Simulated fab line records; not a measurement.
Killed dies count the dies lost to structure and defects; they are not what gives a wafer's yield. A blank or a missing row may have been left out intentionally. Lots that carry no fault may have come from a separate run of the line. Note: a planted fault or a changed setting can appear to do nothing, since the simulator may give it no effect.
What tool caused it? || flow n5Finfet || Sampling: 24 lots, 72 wafers, 5 of 1938 route steps

WHAT THE GAUGES READ, wafer by wafer
N5_BEOL_M3_RS_MEAS_58: a four-point-probe measurement. Usual: for M3_RS the level is 0.652 ohm/sq and the standard deviation is 0.03.
{"lot": "L074", "measured": "day 7 10:22", "on": "filmMetro-02", "M3_RS (ohm/sq)": "0.698 0.633 0.665", "flag": ""}
{"lot": "L075", "measured": "day 8 03:14", "on": "filmMetro-01", "M3_RS (ohm/sq)": "0.666 0.628 0.633", "flag": ""}
{"lot": "L077", "measured": "day 8 11:37", "on": "filmMetro-01", "M3_RS (ohm/sq)": "0.679 0.676 0.661", "flag": ""}
{"lot": "L076", "measured": "day 8 12:21", "on": "filmMetro-01", "M3_RS (ohm/sq)": "0.632 0.625 0.639", "flag": ""}
{"lot": "L078", "measured": "day 8 14:00", "on": "filmMetro-02", "M3_RS (ohm/sq)": "0.644 0.654 0.625", "flag": ""}
{"lot": "L079", "measured": "day 8 15:03", "on": "filmMetro-01", "M3_RS (ohm/sq)": "0.680 0.648 0.657", "flag": ""}
{"lot": "L081", "measured": "day 8 17:57", "on": "filmMetro-02", "M3_RS (ohm/sq)": "0.680 0.682 0.636", "flag": ""}
{"lot": "L080", "measured": "day 9 00:14", "on": "filmMetro-02", "M3_RS (ohm/sq)": "0.666 0.638 0.654", "flag": ""}
{"lot": "L082", "measured": "day 9 13:19", "on": "filmMetro-02", "M3_RS (ohm/sq)": "0.695 0.689 0.668", "flag": ""}
{"lot": "L083", "measured": "day 9 17:56", "on": "filmMetro-01", "M3_RS (ohm/sq)": "0.643 0.703 0.650", "flag": ""}
{"lot": "L084", "measured": "day 10 04:37", "on": "filmMetro-01", "M3_RS (ohm/sq)": "0.668 0.687 0.642", "flag": ""}
{"lot": "L085", "measured": "day 10 08:05", "on": "filmMetro-02", "M3_RS (ohm/sq)": "0.650 0.651 0.676", "flag": ""}
{"lot": "L086", "measured": "day 10 10:19", "on": "filmMetro-02", "M3_RS (ohm/sq)": "0.686 0.680 0.662", "flag": ""}
{"lot": "L088", "measured": "day 10 18:47", "on": "filmMetro-02", "M3_RS (ohm/sq)": "0.665 0.676 0.633", "flag": ""}
{"lot": "L087", "measured": "day 11 03:49", "on": "filmMetro-02", "M3_RS (ohm/sq)": "0.713 0.625 0.642", "flag": ""}
{"lot": "L089", "measured": "day 11 12:41", "on": "filmMetro-02", "M3_RS (ohm/sq)": "0.662 0.658 0.624", "flag": ""}
{"lot": "L090", "measured": "day 11 21:05", "on": "filmMetro-01", "M3_RS (ohm/sq)": "0.631 0.641 0.650", "flag": ""}
{"lot": "L091", "measured": "day 11 21:49", "on": "filmMetro-02", "M3_RS (ohm/sq)": "0.688 0.630 0.649", "flag": ""}
{"lot": "L092", "measured": "day 12 02:20", "on": "filmMetro-02", "M3_RS (ohm/sq)": "0.609 0.638 0.599", "flag": ""}
{"lot": "L093", "measured": "day 12 02:47", "on": "filmMetro-02", "M3_RS (ohm/sq)": "0.623 0.638 0.625", "flag": ""}
{"lot": "L094", "measured": "day 12 12:10", "on": "filmMetro-02", "M3_RS (ohm/sq)": "0.666 0.583 0.633", "flag": ""}
{"lot": "L095", "measured": "day 12 17:20", "on": "filmMetro-01", "M3_RS (ohm/sq)": "0.700 0.664 0.612", "flag": ""}
{"lot": "L096", "measured": "day 13 04:08", "on": "filmMetro-02", "M3_RS (ohm/sq)": "0.631 0.627 0.594", "flag": ""}
{"lot": "L097", "measured": "day 13 06:04", "on": "filmMetro-02", "M3_RS (ohm/sq)": "0.652 0.647 0.606", "flag": ""}

WHICH TOOL RAN EACH LOT (tool, then ch and the chambers of the sampled wafers, then the start)
{"lot": "L074", "N5_BEOL_M3_ANNEAL_89": "pvdSputter-01, day 7 08:09", "N5_BEOL_M3_SPUTTER_90": "pvdSputter-01, day 7 08:17", "N5_BEOL_M3_SPUTTER_96": "pvdSputter-01, day 7 08:57", "N5_BEOL_M3_DEP_57": "pecvd-03 ch 1,2, day 7 10:17"}
{"lot": "L075", "N5_BEOL_M3_ANNEAL_89": "pvdSputter-01, day 8 01:08", "N5_BEOL_M3_SPUTTER_90": "pvdSputter-01, day 8 01:16", "N5_BEOL_M3_SPUTTER_96": "pvdSputter-01, day 8 01:56", "N5_BEOL_M3_DEP_57": "pecvd-04 ch 0,1,2, day 8 03:10"}
{"lot": "L077", "N5_BEOL_M3_ANNEAL_89": "pvdSputter-01, day 8 09:45", "N5_BEOL_M3_SPUTTER_90": "pvdSputter-01, day 8 09:53", "N5_BEOL_M3_SPUTTER_96": "pvdSputter-01, day 8 10:33", "N5_BEOL_M3_DEP_57": "pecvd-04 ch 0,1, day 8 11:32"}
{"lot": "L076", "N5_BEOL_M3_ANNEAL_89": "pvdSputter-02, day 8 10:14", "N5_BEOL_M3_SPUTTER_90": "pvdSputter-02, day 8 10:22", "N5_BEOL_M3_SPUTTER_96": "pvdSputter-02, day 8 11:02", "N5_BEOL_M3_DEP_57": "pecvd-02 ch 0,1,2, day 8 12:17"}
{"lot": "L078", "N5_BEOL_M3_ANNEAL_89": "pvdSputter-01, day 8 12:09", "N5_BEOL_M3_SPUTTER_90": "pvdSputter-01, day 8 12:17", "N5_BEOL_M3_SPUTTER_96": "pvdSputter-01, day 8 12:57", "N5_BEOL_M3_DEP_57": "pecvd-02 ch 0,2, day 8 13:56"}
{"lot": "L079", "N5_BEOL_M3_ANNEAL_89": "pvdSputter-02, day 8 12:37", "N5_BEOL_M3_SPUTTER_90": "pvdSputter-02, day 8 12:46", "N5_BEOL_M3_SPUTTER_96": "pvdSputter-02, day 8 13:25", "N5_BEOL_M3_DEP_57": "pecvd-04 ch 0,1,2, day 8 14:59"}
{"lot": "L081", "N5_BEOL_M3_ANNEAL_89": "pvdSputter-01, day 8 16:02", "N5_BEOL_M3_SPUTTER_90": "pvdSputter-01, day 8 16:10", "N5_BEOL_M3_SPUTTER_96": "pvdSputter-01, day 8 16:50", "N5_BEOL_M3_DEP_57": "pecvd-02 ch 0,2, day 8 17:53"}
{"lot": "L080", "N5_BEOL_M3_ANNEAL_89": "pvdSputter-01, day 8 22:21", "N5_BEOL_M3_SPUTTER_90": "pvdSputter-01, day 8 22:29", "N5_BEOL_M3_SPUTTER_96": "pvdSputter-01, day 8 23:09", "N5_BEOL_M3_DEP_57": "pecvd-03 ch 0,2, day 9 00:10"}
{"lot": "L082", "N5_BEOL_M3_ANNEAL_89": "pvdSputter-01, day 9 11:28", "N5_BEOL_M3_SPUTTER_90": "pvdSputter-01, day 9 11:36", "N5_BEOL_M3_SPUTTER_96": "pvdSputter-01, day 9 12:16", "N5_BEOL_M3_DEP_57": "pecvd-04 ch 1,2, day 9 13:14"}
{"lot": "L083", "N5_BEOL_M3_ANNEAL_89": "pvdSputter-02, day 9 16:05", "N5_BEOL_M3_SPUTTER_90": "pvdSputter-02, day 9 16:14", "N5_BEOL_M3_SPUTTER_96": "pvdSputter-02, day 9 16:53", "N5_BEOL_M3_DEP_57": "pecvd-04 ch 0,1, day 9 17:52"}
{"lot": "L084", "N5_BEOL_M3_ANNEAL_89": "pvdSputter-03, day 10 02:42", "N5_BEOL_M3_SPUTTER_90": "pvdSputter-03, day 10 02:50", "N5_BEOL_M3_SPUTTER_96": "pvdSputter-03, day 10 03:30", "N5_BEOL_M3_DEP_57": "pecvd-02 ch 0,1, day 10 04:32"}
{"lot": "L085", "N5_BEOL_M3_ANNEAL_89": "pvdSputter-01, day 10 06:10", "N5_BEOL_M3_SPUTTER_90": "pvdSputter-01, day 10 06:19", "N5_BEOL_M3_SPUTTER_96": "pvdSputter-01, day 10 06:58", "N5_BEOL_M3_DEP_57": "pecvd-02 ch 1,2, day 10 08:01"}
{"lot": "L086", "N5_BEOL_M3_ANNEAL_89": "pvdSputter-03, day 10 08:24", "N5_BEOL_M3_SPUTTER_90": "pvdSputter-03, day 10 08:32", "N5_BEOL_M3_SPUTTER_96": "pvdSputter-03, day 10 09:12", "N5_BEOL_M3_DEP_57": "pecvd-04 ch 0,2, day 10 10:16"}
{"lot": "L088", "N5_BEOL_M3_ANNEAL_89": "pvdSputter-01, day 10 16:42", "N5_BEOL_M3_SPUTTER_90": "pvdSputter-01, day 10 16:50", "N5_BEOL_M3_SPUTTER_96": "pvdSputter-01, day 10 17:30", "N5_BEOL_M3_DEP_57": "pecvd-03 ch 0,1,2, day 10 18:44"}
{"lot": "L087", "N5_BEOL_M3_ANNEAL_89": "pvdSputter-03, day 11 01:41", "N5_BEOL_M3_SPUTTER_90": "pvdSputter-03, day 11 01:50", "N5_BEOL_M3_SPUTTER_96": "pvdSputter-03, day 11 02:29", "N5_BEOL_M3_DEP_57": "pecvd-03 ch 0,1,2, day 11 03:44"}
{"lot": "L089", "N5_BEOL_M3_ANNEAL_89": "pvdSputter-02, day 11 10:49", "N5_BEOL_M3_SPUTTER_90": "pvdSputter-02, day 11 10:57", "N5_BEOL_M3_SPUTTER_96": "pvdSputter-02, day 11 11:37", "N5_BEOL_M3_DEP_57": "pecvd-03 ch 2, day 11 12:36"}
{"lot": "L090", "N5_BEOL_M3_ANNEAL_89": "pvdSputter-01, day 11 17:07", "N5_BEOL_M3_SPUTTER_90": "pvdSputter-01, day 11 17:16", "N5_BEOL_M3_SPUTTER_96": "pvdSputter-01, day 11 17:55", "N5_BEOL_M3_DEP_57": "pecvd-03 ch 0,2, day 11 21:01"}
{"lot": "L091", "N5_BEOL_M3_ANNEAL_89": "pvdSputter-03, day 11 18:39", "N5_BEOL_M3_SPUTTER_90": "pvdSputter-03, day 11 18:47", "N5_BEOL_M3_SPUTTER_96": "pvdSputter-03, day 11 19:27", "N5_BEOL_M3_DEP_57": "pecvd-03 ch 0,2, day 11 21:44"}
{"lot": "L092", "N5_BEOL_M3_ANNEAL_89": "pvdSputter-02, day 12 00:29", "N5_BEOL_M3_SPUTTER_90": "pvdSputter-02, day 12 00:38", "N5_BEOL_M3_SPUTTER_96": "pvdSputter-02, day 12 01:17", "N5_BEOL_M3_DEP_57": "pecvd-02 ch 0,1,2, day 12 02:16"}
{"lot": "L093", "N5_BEOL_M3_ANNEAL_89": "pvdSputter-01, day 12 00:56", "N5_BEOL_M3_SPUTTER_90": "pvdSputter-01, day 12 01:04", "N5_BEOL_M3_SPUTTER_96": "pvdSputter-01, day 12 01:44", "N5_BEOL_M3_DEP_57": "pecvd-02 ch 0,2, day 12 02:43"}
{"lot": "L094", "N5_BEOL_M3_ANNEAL_89": "pvdSputter-03, day 12 10:18", "N5_BEOL_M3_SPUTTER_90": "pvdSputter-03, day 12 10:26", "N5_BEOL_M3_SPUTTER_96": "pvdSputter-03, day 12 11:06", "N5_BEOL_M3_DEP_57": "pecvd-04 ch 0,2, day 12 12:05"}
{"lot": "L095", "N5_BEOL_M3_ANNEAL_89": "pvdSputter-02, day 12 15:30", "N5_BEOL_M3_SPUTTER_90": "pvdSputter-02, day 12 15:38", "N5_BEOL_M3_SPUTTER_96": "pvdSputter-02, day 12 16:18", "N5_BEOL_M3_DEP_57": "pecvd-03 ch 0,1,2, day 12 17:17"}
{"lot": "L096", "N5_BEOL_M3_ANNEAL_89": "pvdSputter-03, day 13 02:17", "N5_BEOL_M3_SPUTTER_90": "pvdSputter-03, day 13 02:26", "N5_BEOL_M3_SPUTTER_96": "pvdSputter-03, day 13 03:05", "N5_BEOL_M3_DEP_57": "pecvd-02 ch 0,1,2, day 13 04:04"}
{"lot": "L097", "N5_BEOL_M3_ANNEAL_89": "pvdSputter-02, day 13 03:58", "N5_BEOL_M3_SPUTTER_90": "pvdSputter-02, day 13 04:07", "N5_BEOL_M3_SPUTTER_96": "pvdSputter-02, day 13 04:46", "N5_BEOL_M3_DEP_57": "pecvd-04 ch 0,1,2, day 13 05:59"}
- N5_BEOL_M3_ANNEAL_89: time 240 s.
- N5_BEOL_M3_SPUTTER_90: material Cu, target thk 4.5 nm, time 8.29 s.
- N5_BEOL_M3_SPUTTER_96: material Cu, target thk 4.5 nm, time 8.29 s.
- N5_BEOL_M3_DEP_57: deposits SiCN from 3MS/NH3, target thk 8 nm, time 14 s.

WHAT THE TOOLS THEMSELVES READ (means of the sampled wafers that have a number; where no wafer has one, the mark that the record gives instead)
N5_BEOL_M3_ANNEAL_89. Usual: heaterPowerW reads 823 W (standard deviation 77).
{"lot": "L074", "tool": "pvdSputter-01", "heaterPowerW (W)": 862, "flag": ""}
{"lot": "L075", "tool": "pvdSputter-01", "heaterPowerW (W)": 877, "flag": ""}
{"lot": "L077", "tool": "pvdSputter-01", "heaterPowerW (W)": 861, "flag": ""}
{"lot": "L076", "tool": "pvdSputter-02", "heaterPowerW (W)": 747, "flag": ""}
{"lot": "L078", "tool": "pvdSputter-01", "heaterPowerW (W)": 871, "flag": ""}
{"lot": "L079", "tool": "pvdSputter-02", "heaterPowerW (W)": 746, "flag": ""}
{"lot": "L081", "tool": "pvdSputter-01", "heaterPowerW (W)": 877, "flag": ""}
{"lot": "L080", "tool": "pvdSputter-01", "heaterPowerW (W)": 873, "flag": ""}
{"lot": "L082", "tool": "pvdSputter-01", "heaterPowerW (W)": 852, "flag": ""}
{"lot": "L083", "tool": "pvdSputter-02", "heaterPowerW (W)": 790, "flag": ""}
{"lot": "L084", "tool": "pvdSputter-03", "heaterPowerW (W)": 763, "flag": ""}
{"lot": "L085", "tool": "pvdSputter-01", "heaterPowerW (W)": 856, "flag": ""}
{"lot": "L086", "tool": "pvdSputter-03", "heaterPowerW (W)": 857, "flag": ""}
{"lot": "L088", "tool": "pvdSputter-01", "heaterPowerW (W)": 870, "flag": ""}
{"lot": "L087", "tool": "pvdSputter-03", "heaterPowerW (W)": 770, "flag": ""}
{"lot": "L089", "tool": "pvdSputter-02", "heaterPowerW (W)": 726, "flag": ""}
{"lot": "L090", "tool": "pvdSputter-01", "heaterPowerW (W)": 880, "flag": ""}
{"lot": "L091", "tool": "pvdSputter-03", "heaterPowerW (W)": 848, "flag": ""}
{"lot": "L092", "tool": "pvdSputter-02", "heaterPowerW (W)": 787, "flag": ""}
{"lot": "L093", "tool": "pvdSputter-01", "heaterPowerW (W)": 884, "flag": ""}
{"lot": "L094", "tool": "pvdSputter-03", "heaterPowerW (W)": 814, "flag": ""}
{"lot": "L095", "tool": "pvdSputter-02", "heaterPowerW (W)": 709, "flag": ""}
{"lot": "L096", "tool": "pvdSputter-03", "heaterPowerW (W)": 872, "flag": ""}
{"lot": "L097", "tool": "pvdSputter-02", "heaterPowerW (W)": 746, "flag": ""}

N5_BEOL_M3_SPUTTER_90. Usual: substrateTempC -20.00 C, standard deviation 0.1; throttleValvePct 29.8 %, standard deviation 1.1.
{"lot": "L074", "tool": "pvdSputter-01", "substrateTempC (C)": -20.06, "throttleValvePct (%)": 30.6, "flag": ""}
{"lot": "L075", "tool": "pvdSputter-01", "substrateTempC (C)": -19.96, "throttleValvePct (%)": 30.1, "flag": ""}
{"lot": "L077", "tool": "pvdSputter-01", "substrateTempC (C)": -20.04, "throttleValvePct (%)": 31.3, "flag": ""}
{"lot": "L076", "tool": "pvdSputter-02", "substrateTempC (C)": -19.94, "throttleValvePct (%)": 30.3, "flag": ""}
{"lot": "L078", "tool": "pvdSputter-01", "substrateTempC (C)": -20.04, "throttleValvePct (%)": 28.9, "flag": ""}
{"lot": "L079", "tool": "pvdSputter-02", "substrateTempC (C)": -20.04, "throttleValvePct (%)": 30.3, "flag": ""}
{"lot": "L081", "tool": "pvdSputter-01", "substrateTempC (C)": -19.92, "throttleValvePct (%)": 31.0, "flag": ""}
{"lot": "L080", "tool": "pvdSputter-01", "substrateTempC (C)": -19.95, "throttleValvePct (%)": 29.7, "flag": ""}
{"lot": "L082", "tool": "pvdSputter-01", "substrateTempC (C)": -20.01, "throttleValvePct (%)": 30.4, "flag": ""}
{"lot": "L083", "tool": "pvdSputter-02", "substrateTempC (C)": -20.09, "throttleValvePct (%)": 29.8, "flag": ""}
{"lot": "L084", "tool": "pvdSputter-03", "substrateTempC (C)": -20.02, "throttleValvePct (%)": 29.1, "flag": ""}
{"lot": "L085", "tool": "pvdSputter-01", "substrateTempC (C)": -19.99, "throttleValvePct (%)": 31.4, "flag": ""}
{"lot": "L086", "tool": "pvdSputter-03", "substrateTempC (C)": -19.91, "throttleValvePct (%)": 29.7, "flag": ""}
{"lot": "L088", "tool": "pvdSputter-01", "substrateTempC (C)": -19.95, "throttleValvePct (%)": 29.5, "flag": ""}
{"lot": "L087", "tool": "pvdSputter-03", "substrateTempC (C)": -20.03, "throttleValvePct (%)": 29.0, "flag": ""}
{"lot": "L089", "tool": "pvdSputter-02", "substrateTempC (C)": -19.97, "throttleValvePct (%)": 29.9, "flag": ""}
{"lot": "L090", "tool": "pvdSputter-01", "substrateTempC (C)": -20.02, "throttleValvePct (%)": 30.3, "flag": ""}
{"lot": "L091", "tool": "pvdSputter-03", "substrateTempC (C)": -19.99, "throttleValvePct (%)": 29.8, "flag": ""}
{"lot": "L092", "tool": "pvdSputter-02", "substrateTempC (C)": -19.98, "throttleValvePct (%)": 29.8, "flag": ""}
{"lot": "L093", "tool": "pvdSputter-01", "substrateTempC (C)": -20.00, "throttleValvePct (%)": 29.0, "flag": ""}
{"lot": "L094", "tool": "pvdSputter-03", "substrateTempC (C)": -19.97, "throttleValvePct (%)": 28.9, "flag": ""}
{"lot": "L095", "tool": "pvdSputter-02", "substrateTempC (C)": -20.07, "throttleValvePct (%)": 29.8, "flag": ""}
{"lot": "L096", "tool": "pvdSputter-03", "substrateTempC (C)": -20.05, "throttleValvePct (%)": 29.2, "flag": ""}
{"lot": "L097", "tool": "pvdSputter-02", "substrateTempC (C)": -19.94, "throttleValvePct (%)": 29.8, "flag": ""}

N5_BEOL_M3_SPUTTER_96. Usual: substrateTempC -19.99 C, standard deviation 0.11; throttleValvePct 29.8 %, standard deviation 1.1.
{"lot": "L074", "tool": "pvdSputter-01", "substrateTempC (C)": -19.98, "throttleValvePct (%)": 30.7, "flag": ""}
{"lot": "L075", "tool": "pvdSputter-01", "substrateTempC (C)": -19.94, "throttleValvePct (%)": 30.0, "flag": ""}
{"lot": "L077", "tool": "pvdSputter-01", "substrateTempC (C)": -19.98, "throttleValvePct (%)": 31.2, "flag": ""}
{"lot": "L076", "tool": "pvdSputter-02", "substrateTempC (C)": -20.06, "throttleValvePct (%)": 30.3, "flag": ""}
{"lot": "L078", "tool": "pvdSputter-01", "substrateTempC (C)": -20.11, "throttleValvePct (%)": 28.9, "flag": ""}
{"lot": "L079", "tool": "pvdSputter-02", "substrateTempC (C)": -19.93, "throttleValvePct (%)": 30.2, "flag": ""}
{"lot": "L081", "tool": "pvdSputter-01", "substrateTempC (C)": -19.83, "throttleValvePct (%)": 31.1, "flag": ""}
{"lot": "L080", "tool": "pvdSputter-01", "substrateTempC (C)": -20.03, "throttleValvePct (%)": 29.6, "flag": ""}
{"lot": "L082", "tool": "pvdSputter-01", "substrateTempC (C)": -20.01, "throttleValvePct (%)": 30.2, "flag": ""}
{"lot": "L083", "tool": "pvdSputter-02", "substrateTempC (C)": -19.98, "throttleValvePct (%)": 29.8, "flag": ""}
{"lot": "L084", "tool": "pvdSputter-03", "substrateTempC (C)": -19.97, "throttleValvePct (%)": 29.1, "flag": ""}
{"lot": "L085", "tool": "pvdSputter-01", "substrateTempC (C)": -19.96, "throttleValvePct (%)": 31.1, "flag": ""}
{"lot": "L086", "tool": "pvdSputter-03", "substrateTempC (C)": -20.07, "throttleValvePct (%)": 29.9, "flag": ""}
{"lot": "L088", "tool": "pvdSputter-01", "substrateTempC (C)": -19.96, "throttleValvePct (%)": 29.7, "flag": ""}
{"lot": "L087", "tool": "pvdSputter-03", "substrateTempC (C)": -19.99, "throttleValvePct (%)": 29.2, "flag": ""}
{"lot": "L089", "tool": "pvdSputter-02", "substrateTempC (C)": -19.98, "throttleValvePct (%)": 30.2, "flag": ""}
{"lot": "L090", "tool": "pvdSputter-01", "substrateTempC (C)": -20.01, "throttleValvePct (%)": 30.1, "flag": ""}
{"lot": "L091", "tool": "pvdSputter-03", "substrateTempC (C)": -19.96, "throttleValvePct (%)": 29.7, "flag": ""}
{"lot": "L092", "tool": "pvdSputter-02", "substrateTempC (C)": -20.03, "throttleValvePct (%)": 29.7, "flag": ""}
{"lot": "L093", "tool": "pvdSputter-01", "substrateTempC (C)": -19.90, "throttleValvePct (%)": 29.0, "flag": ""}
{"lot": "L094", "tool": "pvdSputter-03", "substrateTempC (C)": -19.92, "throttleValvePct (%)": 28.8, "flag": ""}
{"lot": "L095", "tool": "pvdSputter-02", "substrateTempC (C)": -19.99, "throttleValvePct (%)": 29.7, "flag": ""}
{"lot": "L096", "tool": "pvdSputter-03", "substrateTempC (C)": -20.07, "throttleValvePct (%)": 29.1, "flag": ""}
{"lot": "L097", "tool": "pvdSputter-02", "substrateTempC (C)": -20.02, "throttleValvePct (%)": 30.1, "flag": ""}

N5_BEOL_M3_DEP_57. Usual: chamberPressureTorr 3.001 Torr, standard deviation 0.0061; rfFwdPowerW 199.3 W, standard deviation 0.8; showerheadPlenumPTorr 3.665 Torr, standard deviation 0.017; throttleValvePct 9.1 %, standard deviation 0.76.
{"lot": "L074", "tool": "pecvd-03", "chamberPressureTorr (Torr)": 3.004, "rfFwdPowerW (W)": 199.8, "showerheadPlenumPTorr (Torr)": 3.647, "throttleValvePct (%)": 8.4, "flag": ""}
{"lot": "L075", "tool": "pecvd-04", "chamberPressureTorr (Torr)": 3.002, "rfFwdPowerW (W)": 198.9, "showerheadPlenumPTorr (Torr)": 3.663, "throttleValvePct (%)": 8.9, "flag": ""}
{"lot": "L077", "tool": "pecvd-04", "chamberPressureTorr (Torr)": 2.998, "rfFwdPowerW (W)": 200.1, "showerheadPlenumPTorr (Torr)": 3.667, "throttleValvePct (%)": 8.9, "flag": ""}
{"lot": "L076", "tool": "pecvd-02", "chamberPressureTorr (Torr)": 3.006, "rfFwdPowerW (W)": 199.6, "showerheadPlenumPTorr (Torr)": 3.664, "throttleValvePct (%)": 9.1, "flag": ""}
{"lot": "L078", "tool": "pecvd-02", "chamberPressureTorr (Torr)": 2.998, "rfFwdPowerW (W)": 198.9, "showerheadPlenumPTorr (Torr)": 3.653, "throttleValvePct (%)": 8.4, "flag": ""}
{"lot": "L079", "tool": "pecvd-04", "chamberPressureTorr (Torr)": 2.996, "rfFwdPowerW (W)": 199.0, "showerheadPlenumPTorr (Torr)": 3.661, "throttleValvePct (%)": 8.8, "flag": ""}
{"lot": "L081", "tool": "pecvd-02", "chamberPressureTorr (Torr)": 2.998, "rfFwdPowerW (W)": 199.7, "showerheadPlenumPTorr (Torr)": 3.653, "throttleValvePct (%)": 8.6, "flag": ""}
{"lot": "L080", "tool": "pecvd-03", "chamberPressureTorr (Torr)": 2.995, "rfFwdPowerW (W)": 199.0, "showerheadPlenumPTorr (Torr)": 3.663, "throttleValvePct (%)": 9.0, "flag": ""}
{"lot": "L082", "tool": "pecvd-04", "chamberPressureTorr (Torr)": 3.000, "rfFwdPowerW (W)": 200.2, "showerheadPlenumPTorr (Torr)": 3.670, "throttleValvePct (%)": 9.0, "flag": ""}
{"lot": "L083", "tool": "pecvd-04", "chamberPressureTorr (Torr)": 2.999, "rfFwdPowerW (W)": 200.1, "showerheadPlenumPTorr (Torr)": 3.666, "throttleValvePct (%)": 8.9, "flag": ""}
{"lot": "L084", "tool": "pecvd-02", "chamberPressureTorr (Torr)": 3.004, "rfFwdPowerW (W)": 199.1, "showerheadPlenumPTorr (Torr)": 3.675, "throttleValvePct (%)": 9.1, "flag": ""}
{"lot": "L085", "tool": "pecvd-02", "chamberPressureTorr (Torr)": 3.003, "rfFwdPowerW (W)": 199.6, "showerheadPlenumPTorr (Torr)": 3.665, "throttleValvePct (%)": 9.0, "flag": ""}
{"lot": "L086", "tool": "pecvd-04", "chamberPressureTorr (Torr)": 2.997, "rfFwdPowerW (W)": 199.2, "showerheadPlenumPTorr (Torr)": 3.665, "throttleValvePct (%)": 8.7, "flag": ""}
{"lot": "L088", "tool": "pecvd-03", "chamberPressureTorr (Torr)": 3.003, "rfFwdPowerW (W)": 199.6, "showerheadPlenumPTorr (Torr)": 3.655, "throttleValvePct (%)": 9.0, "flag": ""}
{"lot": "L087", "tool": "pecvd-03", "chamberPressureTorr (Torr)": 3.005, "rfFwdPowerW (W)": 200.2, "showerheadPlenumPTorr (Torr)": 3.657, "throttleValvePct (%)": 8.8, "flag": ""}
{"lot": "L089", "tool": "pecvd-03", "chamberPressureTorr (Torr)": 2.998, "rfFwdPowerW (W)": 200.2, "showerheadPlenumPTorr (Torr)": 3.649, "throttleValvePct (%)": 8.5, "flag": ""}
{"lot": "L090", "tool": "pecvd-03", "chamberPressureTorr (Torr)": 3.007, "rfFwdPowerW (W)": 199.1, "showerheadPlenumPTorr (Torr)": 3.671, "throttleValvePct (%)": 9.7, "flag": ""}
{"lot": "L091", "tool": "pecvd-03", "chamberPressureTorr (Torr)": 2.995, "rfFwdPowerW (W)": 199.7, "showerheadPlenumPTorr (Torr)": 3.671, "throttleValvePct (%)": 9.7, "flag": ""}
{"lot": "L092", "tool": "pecvd-02", "chamberPressureTorr (Torr)": 2.993, "rfFwdPowerW (W)": 198.9, "showerheadPlenumPTorr (Torr)": 3.668, "throttleValvePct (%)": 9.2, "flag": ""}
{"lot": "L093", "tool": "pecvd-02", "chamberPressureTorr (Torr)": 3.007, "rfFwdPowerW (W)": 198.6, "showerheadPlenumPTorr (Torr)": 3.662, "throttleValvePct (%)": 8.6, "flag": ""}
{"lot": "L094", "tool": "pecvd-04", "chamberPressureTorr (Torr)": 3.002, "rfFwdPowerW (W)": 199.2, "showerheadPlenumPTorr (Torr)": 3.657, "throttleValvePct (%)": 8.6, "flag": ""}
{"lot": "L095", "tool": "pecvd-03", "chamberPressureTorr (Torr)": 3.003, "rfFwdPowerW (W)": 199.1, "showerheadPlenumPTorr (Torr)": 3.660, "throttleValvePct (%)": 9.0, "flag": ""}
{"lot": "L096", "tool": "pecvd-02", "chamberPressureTorr (Torr)": 2.996, "rfFwdPowerW (W)": 199.3, "showerheadPlenumPTorr (Torr)": 3.675, "throttleValvePct (%)": 9.0, "flag": ""}
{"lot": "L097", "tool": "pecvd-04", "chamberPressureTorr (Torr)": 3.006, "rfFwdPowerW (W)": 199.2, "showerheadPlenumPTorr (Torr)": 3.665, "throttleValvePct (%)": 8.9, "flag": ""}

THE ANSWER, worked out from the rows above alone
Rule: a lot is off if the mean of its wafers that have a number lies more than 3 standard deviations from the usual mean. A lot without any number at a reading at which 4 lots or more have one is off too. All remaining lots with rows at the step are treated as sound. The gauges are gone through in route order, then the tools' own readings, and for those a lot's mean is taken as printed above. At the first step where some lot is off, the reading lying furthest off is the one used; lots without a number count as furthest.
Nothing can be told from this: no lot is off at any reading shown.

WHAT WAS PUT IN BY THE SIMULATOR
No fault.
